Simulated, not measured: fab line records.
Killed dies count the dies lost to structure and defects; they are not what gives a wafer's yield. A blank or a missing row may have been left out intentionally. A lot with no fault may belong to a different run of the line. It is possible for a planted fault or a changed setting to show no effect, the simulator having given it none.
fab line records / flow nand_harc
record: lots: 6 wafers: 18 last_day: 24
route steps=1159 shown THIN_TSV@1139
lots with no fault: from the same line, run without faults
start_h: hours from the record's first day to the start of the lot's first wafer shown / wait_h: hours from the lot's prior step to this one / " identical to the entry in the row above / L1.1+2: a row that stands for several wafers / - no value, or no start was given / * or withheld: withheld / < > ~ a bound
route shown NAME@n: a module of which the file shows steps, and the number in the route of the first / usual: average and standard deviation across the fault-free wafers / same: alike in all rows / chamber/n: place in a boat / sites: each site's reading / _std_site: how widely they spread, as a standard deviation / _edge_site: the outer-site mean with the inner-site mean subtracted / radius_mm: for every site, how far away it sits from the centre of the wafer / mask NAME#n: copy n / behind: tool/chamber where the wafer was last shaped / hold: the reason the lot was held/the length of the hold in hours/how it ended / device: whichever transistor did not switch (one of n, p or np) / end of line: the route-end tests of the same wafers / a step without rows: its recipe alone / killed: count of dies lost to structure and defects at first sort (not the wafer's yield) / map: per-die view of a wafer (x killed, . not killed, _ where there is no die)
set.NAME: the run value of the setting; set.NAME@STEP: its run value at that earlier step / model.NAME: the simulator's own value behind a step, which no gauge read
lots seen at some steps along the route; tables by step, rows by wafer
services: from which hour (start_h, from the record's first day; less than 0 if before it) a tool's chamber was out of use, for how many hours, and why
== steps ==
step: NHARC_THIN_TSV_PVD_24
recipe: target_thk_a: 8000 power_w: withheld chamber_pressure_pa: withheld substrate_temp_c: withheld time_s: withheld gas: Ar material: Al
step: NHARC_THIN_TSV_DEHYDRATE_25
recipe: temp_c: 150 time_s: 120
step: NHARC_THIN_TSV_HMDS_26
recipe: time_s: 30
step: NHARC_THIN_TSV_COAT_27
recipe: spin_rpm: *
step: NHARC_THIN_TSV_SOFTBAKE_28
recipe: temp_c: 122 time_s: 95
step: NHARC_THIN_TSV_EBR_29
step: NHARC_THIN_TSV_EXPOSE_30
recipe: na: 0.55 dose_mj: 11.47 mask_id: PAD
step: NHARC_THIN_TSV_PEB_31
recipe: peb_temp_c: 118 peb_time_s: 85
step: NHARC_THIN_TSV_DEVELOP_32
recipe: time_s: 70
step: NHARC_THIN_TSV_CD_MEAS_33
recipe: target_cd_nm: 5000 landing_energy_ev: 500
usual: cd_nm: 4999.5/1.8
lot.wafer=L204.2 tool=cd_sem-02 chamber=0 start_h=472.03 wait_h=- cd_nm=4999.2
lot.wafer=L204.4 tool=cd_sem-02 chamber=0 start_h=472.03 wait_h=- cd_nm=5000.1
lot.wafer=L204.5 tool=cd_sem-02 chamber=0 start_h=472.03 wait_h=- cd_nm=4996.0
lot.wafer=L206.4 tool=cd_sem-02 chamber=0 start_h=483.25 wait_h=- cd_nm=4999.1
lot.wafer=L206.5 tool=cd_sem-02 chamber=0 start_h=483.25 wait_h=- cd_nm=4996.7
lot.wafer=L206.6 tool=cd_sem-02 chamber=0 start_h=483.25 wait_h=- cd_nm=4997.9
lot.wafer=L207.4 tool=cd_sem-02 chamber=0 start_h=484.80 wait_h=- cd_nm=4997.9
lot.wafer=L207.5 tool=cd_sem-02 chamber=0 start_h=484.80 wait_h=- cd_nm=5002.6
lot.wafer=L207.6 tool=cd_sem-02 chamber=0 start_h=484.80 wait_h=- cd_nm=4999.5
lot.wafer=L213.2 tool=cd_sem-02 chamber=0 start_h=509.15 wait_h=- cd_nm=4998.0
lot.wafer=L213.3 tool=cd_sem-02 chamber=0 start_h=509.15 wait_h=- cd_nm=4999.5
lot.wafer=L213.4 tool=cd_sem-02 chamber=0 start_h=509.15 wait_h=- cd_nm=5000.3
lot.wafer=L215.2 tool=cd_sem-02 chamber=0 start_h=539.77 wait_h=- cd_nm=4994.6
lot.wafer=L215.4 tool=cd_sem-02 chamber=0 start_h=539.77 wait_h=- cd_nm=4997.1
lot.wafer=L215.6 tool=cd_sem-02 chamber=0 start_h=539.77 wait_h=- cd_nm=5000.1
lot.wafer=L220.4 tool=cd_sem-03 chamber=0 start_h=562.61 wait_h=- cd_nm=4998.5
lot.wafer=L220.5 tool=cd_sem-03 chamber=0 start_h=562.61 wait_h=- cd_nm=4999.1
lot.wafer=L220.6 tool=cd_sem-03 chamber=0 start_h=562.61 wait_h=- cd_nm=4998.8
step: NHARC_THIN_TSV_HARDBAKE_34
recipe: temp_c: 125 time_s: 80
step: NHARC_THIN_TSV_DESCUM_35
recipe: time_s: 3 o2_flow_sccm: 200 ar_flow_sccm: 0 bias_power_w: 0 chemistry: O2
usual: drypump_motor_current_A: 5.6/0.47 oes_product_au: 1.002/0.011 rf_vpp_V: 58.0/0.89 showerhead_plenum_p_Torr: 1.94/0.059 throttle_valve_pct: 11.312/0.0095
lot.wafer=L204.4 tool=rie_diel-02 chamber=0 start_h=472.18 wait_h=- drypump_motor_current_A=5.8 oes_product_au=1.006 rf_hours_counter_h=15 rf_vpp_V=59.5 showerhead_plenum_p_Torr=1.94 throttle_valve_pct=11.311
lot.wafer=L204.2 tool=rie_diel-02 chamber=2 start_h=472.18 wait_h=- drypump_motor_current_A=5.7 oes_product_au=1.000 rf_hours_counter_h=15 rf_vpp_V=57.3 showerhead_plenum_p_Torr=1.98 throttle_valve_pct=11.301
lot.wafer=L204.5 tool=rie_diel-02 chamber=1 start_h=472.18 wait_h=- drypump_motor_current_A=6.3 oes_product_au=0.998 rf_hours_counter_h=- rf_vpp_V=57.7 showerhead_plenum_p_Torr=1.97 throttle_valve_pct=11.328
lot.wafer=L206.5 tool=rie_diel-03 chamber=0 start_h=483.45 wait_h=- drypump_motor_current_A=4.8 oes_product_au=1.021 rf_hours_counter_h=- rf_vpp_V=58.0 showerhead_plenum_p_Torr=2.04 throttle_valve_pct=11.303
lot.wafer=L206.6 tool=rie_diel-03 chamber=2 start_h=483.45 wait_h=- drypump_motor_current_A=5.7 oes_product_au=1.009 rf_hours_counter_h=- rf_vpp_V=58.8 showerhead_plenum_p_Torr=2.02 throttle_valve_pct=11.307
lot.wafer=L206.4 tool=rie_diel-03 chamber=3 start_h=483.45 wait_h=- drypump_motor_current_A=5.3 oes_product_au=1.020 rf_hours_counter_h=- rf_vpp_V=58.7 showerhead_plenum_p_Torr=1.88 throttle_valve_pct=11.316
lot.wafer=L207.4 tool=rie_diel-03 chamber=0 start_h=485.00 wait_h=- drypump_motor_current_A=4.9 oes_product_au=1.012 rf_hours_counter_h=- rf_vpp_V=58.9 showerhead_plenum_p_Torr=2.04 throttle_valve_pct=11.301
lot.wafer=L207.5 tool=rie_diel-03 chamber=2 start_h=485.00 wait_h=- drypump_motor_current_A=5.7 oes_product_au=1.000 rf_hours_counter_h=- rf_vpp_V=58.6 showerhead_plenum_p_Torr=2.02 throttle_valve_pct=11.306
lot.wafer=L207.6 tool=rie_diel-03 chamber=3 start_h=485.00 wait_h=- drypump_motor_current_A=5.3 oes_product_au=1.003 rf_hours_counter_h=- rf_vpp_V=57.5 showerhead_plenum_p_Torr=1.88 throttle_valve_pct=11.309
lot.wafer=L213.3 tool=rie_diel-03 chamber=0 start_h=509.31 wait_h=- drypump_motor_current_A=4.8 oes_product_au=1.005 rf_hours_counter_h=10 rf_vpp_V=58.7 showerhead_plenum_p_Torr=2.04 throttle_valve_pct=11.319
lot.wafer=L213.4 tool=rie_diel-03 chamber=1 start_h=509.31 wait_h=- drypump_motor_current_A=5.4 oes_product_au=0.998 rf_hours_counter_h=7 rf_vpp_V=58.5 showerhead_plenum_p_Torr=1.94 throttle_valve_pct=11.328
lot.wafer=L213.2 tool=rie_diel-03 chamber=2 start_h=509.31 wait_h=- drypump_motor_current_A=5.7 oes_product_au=0.997 rf_hours_counter_h=9 rf_vpp_V=58.6 showerhead_plenum_p_Torr=2.02 throttle_valve_pct=11.304
lot.wafer=L215.2 tool=rie_diel-08 chamber=0 start_h=539.94 wait_h=- drypump_motor_current_A=6.4 oes_product_au=1.002 rf_hours_counter_h=4 rf_vpp_V=57.7 showerhead_plenum_p_Torr=1.91 throttle_valve_pct=11.308
lot.wafer=L215.4 tool=rie_diel-08 chamber=1 start_h=539.94 wait_h=- drypump_motor_current_A=5.0 oes_product_au=1.013 rf_hours_counter_h=4 rf_vpp_V=58.3 showerhead_plenum_p_Torr=1.88 throttle_valve_pct=11.308
lot.wafer=L215.6 tool=rie_diel-08 chamber=0 start_h=539.94 wait_h=- drypump_motor_current_A=6.4 oes_product_au=1.001 rf_hours_counter_h=- rf_vpp_V=57.4 showerhead_plenum_p_Torr=1.91 throttle_valve_pct=11.304
lot.wafer=L220.4 tool=rie_diel-08 chamber=2 start_h=562.81 wait_h=- drypump_motor_current_A=5.6 oes_product_au=0.977 rf_hours_counter_h=- rf_vpp_V=58.2 showerhead_plenum_p_Torr=1.99 throttle_valve_pct=11.316
lot.wafer=L220.6 tool=rie_diel-08 chamber=3 start_h=562.81 wait_h=- drypump_motor_current_A=5.7 oes_product_au=1.011 rf_hours_counter_h=- rf_vpp_V=56.9 showerhead_plenum_p_Torr=1.88 throttle_valve_pct=11.305
lot.wafer=L220.5 tool=rie_diel-08 chamber=1 start_h=562.81 wait_h=- drypump_motor_current_A=5.0 oes_product_au=0.997 rf_hours_counter_h=- rf_vpp_V=57.5 showerhead_plenum_p_Torr=1.88 throttle_valve_pct=11.294
step: NHARC_THIN_TSV_ETCH_59
recipe: target_depth_a: 8800 icp_w: 900 bias_w: 100 Cl2_flow_sccm: 60 bcl3_flow_sccm: 30 time_s: 138.1 chemistry: Cl2/BCl3
usual: bias_w: 100.04/0.27 drypump_motor_current_A: 5.4/0.52 oes_product_au: 1.000/0.0078 run_length_s: 159.6/0.63 throttle_valve_pct: 22.265/0.0091
lot.wafer=L204.2 tool=rie_metal-02 chamber=0 start_h=472.31 wait_h=0.1 bias_w=- drypump_motor_current_A=5.0 oes_product_au=1.012 rf_hours_counter_h=2.2 run_length_s=147.1 throttle_valve_pct=22.251
lot.wafer=L204.4 tool=rie_metal-02 chamber=1 start_h=472.31 wait_h=0.1 bias_w=100.12 drypump_motor_current_A=4.9 oes_product_au=0.996 rf_hours_counter_h=- run_length_s=159.7 throttle_valve_pct=22.250
lot.wafer=L204.5 tool=rie_metal-02 chamber=1 start_h=472.31 wait_h=0.1 bias_w=100.02 drypump_motor_current_A=4.9 oes_product_au=0.997 rf_hours_counter_h=- run_length_s=160.4 throttle_valve_pct=22.258
lot.wafer=L206.4 tool=rie_metal-02 chamber=1 start_h=483.66 wait_h=0.2 bias_w=99.81 drypump_motor_current_A=4.9 oes_product_au=0.996 rf_hours_counter_h=- run_length_s=159.6 throttle_valve_pct=22.264
lot.wafer=L206.5 tool=rie_metal-02 chamber=0 start_h=483.66 wait_h=0.2 bias_w=100.25 drypump_motor_current_A=4.9 oes_product_au=0.998 rf_hours_counter_h=- run_length_s=158.7 throttle_valve_pct=22.282
lot.wafer=L206.6 tool=rie_metal-02 chamber=1 start_h=483.66 wait_h=0.2 bias_w=- drypump_motor_current_A=4.9 oes_product_au=1.003 rf_hours_counter_h=- run_length_s=147.9 throttle_valve_pct=22.282
lot.wafer=L207.4 tool=rie_metal-03 chamber=0 start_h=485.21 wait_h=0.2 bias_w=99.84 drypump_motor_current_A=4.9 oes_product_au=1.004 rf_hours_counter_h=- run_length_s=158.7 throttle_valve_pct=22.257
lot.wafer=L207.6 tool=rie_metal-03 chamber=1 start_h=485.21 wait_h=0.2 bias_w=99.44 drypump_motor_current_A=5.9 oes_product_au=1.000 rf_hours_counter_h=- run_length_s=159.8 throttle_valve_pct=22.266
lot.wafer=L207.5 tool=rie_metal-03 chamber=0 start_h=485.21 wait_h=0.2 bias_w=100.20 drypump_motor_current_A=4.9 oes_product_au=1.003 rf_hours_counter_h=- run_length_s=158.9 throttle_valve_pct=22.269
lot.wafer=L213.2 tool=rie_metal-03 chamber=1 start_h=509.44 wait_h=0.1 bias_w=99.93 drypump_motor_current_A=5.9 oes_product_au=1.002 rf_hours_counter_h=1.2 run_length_s=159.8 throttle_valve_pct=22.253
lot.wafer=L213.4 tool=rie_metal-03 chamber=1 start_h=509.44 wait_h=0.1 bias_w=100.06 drypump_motor_current_A=5.8 oes_product_au=0.994 rf_hours_counter_h=- run_length_s=159.4 throttle_valve_pct=22.272
lot.wafer=L213.3 tool=rie_metal-03 chamber=0 start_h=509.44 wait_h=0.1 bias_w=100.28 drypump_motor_current_A=4.9 oes_product_au=1.008 rf_hours_counter_h=- run_length_s=158.7 throttle_valve_pct=22.258
lot.wafer=L215.2 tool=rie_metal-02 chamber=1 start_h=540.06 wait_h=0.1 bias_w=100.27 drypump_motor_current_A=4.9 oes_product_au=0.999 rf_hours_counter_h=4.6 run_length_s=160.2 throttle_valve_pct=22.264
lot.wafer=L215.4 tool=rie_metal-02 chamber=1 start_h=540.06 wait_h=0.1 bias_w=100.04 drypump_motor_current_A=4.9 oes_product_au=0.991 rf_hours_counter_h=- run_length_s=159.7 throttle_valve_pct=22.275
lot.wafer=L215.6 tool=rie_metal-02 chamber=0 start_h=540.06 wait_h=0.1 bias_w=99.94 drypump_motor_current_A=5.0 oes_product_au=1.012 rf_hours_counter_h=- run_length_s=158.9 throttle_valve_pct=22.265
lot.wafer=L220.4 tool=rie_metal-02 chamber=1 start_h=563.02 wait_h=0.2 bias_w=99.74 drypump_motor_current_A=4.9 oes_product_au=1.001 rf_hours_counter_h=- run_length_s=160.1 throttle_valve_pct=22.259
lot.wafer=L220.5 tool=rie_metal-02 chamber=0 start_h=563.02 wait_h=0.2 bias_w=99.66 drypump_motor_current_A=4.9 oes_product_au=1.003 rf_hours_counter_h=- run_length_s=158.6 throttle_valve_pct=22.260
lot.wafer=L220.6 tool=rie_metal-02 chamber=1 start_h=563.02 wait_h=0.2 bias_w=100.02 drypump_motor_current_A=4.9 oes_product_au=1.009 rf_hours_counter_h=- run_length_s=159.8 throttle_valve_pct=22.263
step: NHARC_THIN_TSV_ETCH_36
recipe: target_depth_a: 650 over_etch_frac: 0.3 time_s: 18.571 ion_energy_ev: 150 chemistry: Cl2/BCl3
usual: drypump_motor_current_A: 5.4/0.52 oes_product_au: 1.000/0.0086 run_length_s: 40.0/0.53
lot.wafer=L204.2 tool=rie_metal-02 chamber=0 start_h=472.57 wait_h=0.2 drypump_motor_current_A=5.0 oes_product_au=0.992 rf_hours_counter_h=2.4 run_length_s=39.3
lot.wafer=L204.4 tool=rie_metal-02 chamber=0 start_h=472.57 wait_h=0.2 drypump_motor_current_A=4.9 oes_product_au=1.001 rf_hours_counter_h=- run_length_s=39.2
lot.wafer=L204.5 tool=rie_metal-02 chamber=1 start_h=472.57 wait_h=0.2 drypump_motor_current_A=4.9 oes_product_au=0.992 rf_hours_counter_h=- run_length_s=40.8
lot.wafer=L206.4 tool=rie_metal-02 chamber=1 start_h=483.84 wait_h=0.1 drypump_motor_current_A=4.9 oes_product_au=1.011 rf_hours_counter_h=- run_length_s=40.4
lot.wafer=L206.5 tool=rie_metal-02 chamber=0 start_h=483.84 wait_h=0.1 drypump_motor_current_A=5.0 oes_product_au=1.002 rf_hours_counter_h=- run_length_s=39.6
lot.wafer=L206.6 tool=rie_metal-02 chamber=1 start_h=483.84 wait_h=0.1 drypump_motor_current_A=4.9 oes_product_au=1.001 rf_hours_counter_h=- run_length_s=40.2
lot.wafer=L207.4 tool=rie_metal-03 chamber=1 start_h=485.37 wait_h=0.1 drypump_motor_current_A=5.9 oes_product_au=0.992 rf_hours_counter_h=- run_length_s=40.0
lot.wafer=L207.6 tool=rie_metal-03 chamber=1 start_h=485.37 wait_h=0.1 drypump_motor_current_A=5.9 oes_product_au=0.986 rf_hours_counter_h=- run_length_s=39.8
lot.wafer=L207.5 tool=rie_metal-03 chamber=0 start_h=485.37 wait_h=0.1 drypump_motor_current_A=4.9 oes_product_au=1.001 rf_hours_counter_h=- run_length_s=39.4
lot.wafer=L213.2 tool=rie_metal-03 chamber=1 start_h=509.78 wait_h=0.3 drypump_motor_current_A=5.9 oes_product_au=0.987 rf_hours_counter_h=1.4 run_length_s=40.1
lot.wafer=L213.4 tool=rie_metal-03 chamber=0 start_h=509.78 wait_h=0.3 drypump_motor_current_A=4.9 oes_product_au=0.990 rf_hours_counter_h=- run_length_s=39.2
lot.wafer=L213.3 tool=rie_metal-03 chamber=1 start_h=509.78 wait_h=0.3 drypump_motor_current_A=5.9 oes_product_au=0.988 rf_hours_counter_h=- run_length_s=39.8
lot.wafer=L215.2 tool=rie_metal-02 chamber=0 start_h=540.31 wait_h=0.2 drypump_motor_current_A=4.9 oes_product_au=0.990 rf_hours_counter_h=4.7 run_length_s=39.2
lot.wafer=L215.4 tool=rie_metal-02 chamber=0 start_h=540.31 wait_h=0.2 drypump_motor_current_A=5.0 oes_product_au=1.001 rf_hours_counter_h=- run_length_s=39.0
lot.wafer=L215.6 tool=rie_metal-02 chamber=0 start_h=540.31 wait_h=0.2 drypump_motor_current_A=5.0 oes_product_au=1.012 rf_hours_counter_h=- run_length_s=39.0
lot.wafer=L220.4 tool=rie_metal-02 chamber=0 start_h=563.19 wait_h=0.1 drypump_motor_current_A=5.0 oes_product_au=1.011 rf_hours_counter_h=- run_length_s=39.1
lot.wafer=L220.5 tool=rie_metal-02 chamber=0 start_h=563.19 wait_h=0.1 drypump_motor_current_A=4.9 oes_product_au=1.003 rf_hours_counter_h=- run_length_s=39.7
lot.wafer=L220.6 tool=rie_metal-02 chamber=1 start_h=563.19 wait_h=0.1 drypump_motor_current_A=4.9 oes_product_au=1.006 rf_hours_counter_h=- run_length_s=40.1
== services ==
tool=rie_diel-03 chamber=0 start_h=450.37 hours=- kind=clean
tool=rie_diel-03 chamber=1 start_h=450.37 hours=- kind=clean
tool=rie_diel-03 chamber=2 start_h=450.37 hours=- kind=clean
tool=rie_diel-03 chamber=3 start_h=450.37 hours=- kind=clean
tool=rie_metal-03 chamber=- start_h=453.00 hours=9.0 kind=pm
tool=rie_metal-03 chamber=0 start_h=453.00 hours=9.0 kind=vent_cycle
tool=rie_metal-03 chamber=1 start_h=453.00 hours=9.0 kind=vent_cycle
tool=rie_metal-03 chamber=0 start_h=462.00 hours=- kind=clean
tool=rie_metal-03 chamber=1 start_h=462.00 hours=- kind=clean
tool=rie_metal-02 chamber=- start_h=466.17 hours=0.7 kind=repair
tool=rie_diel-03 chamber=0 start_h=474.87 hours=- kind=clean
tool=rie_diel-03 chamber=1 start_h=474.87 hours=- kind=clean
tool=rie_diel-03 chamber=2 start_h=474.87 hours=- kind=clean
tool=rie_diel-03 chamber=3 start_h=474.87 hours=- kind=clean
tool=rie_diel-03 chamber=1 start_h=483.32 hours=6.7 kind=repair
tool=rie_diel-03 chamber=0 start_h=499.37 hours=- kind=clean
tool=rie_diel-03 chamber=1 start_h=499.37 hours=- kind=clean
tool=rie_diel-03 chamber=2 start_h=499.37 hours=- kind=clean
tool=rie_diel-03 chamber=3 start_h=499.37 hours=- kind=clean
tool=rie_diel-02 chamber=- start_h=504.76 hours=9.0 kind=pm
tool=rie_metal-03 chamber=1 start_h=515.22 hours=3.0 kind=repair
tool=rie_diel-08 chamber=1 start_h=518.18 hours=2.1 kind=repair
tool=rie_diel-03 chamber=0 start_h=523.87 hours=- kind=clean
tool=rie_diel-08 chamber=0 start_h=561.79 hours=6.4 kind=repair
== key ==
first_sign: step: NHARC_THIN_TSV_ETCH_59 reading: run_length_s direction: down sigmas: 19 usual: * struck: *
effect none on later readings
met_at NHARC_THIN_TSV_ETCH_59
struck_wafers L204.2,L206.6
sort_left_out L204.2,L206.6
fault: kind: process_parameter_drift tool: rie_metal-02 chamber: - onset_h: 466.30 steps: NHARC_THIN_TSV_ETCH_59 channel: time_s offset: * shape: step end_h: 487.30 scope: struck_wafers_only acts_in: * stated: *
sort_left_out: the simulated sort isn't trusted on such a fault, so these wafers' sort isn't shown, and their yield isn't known
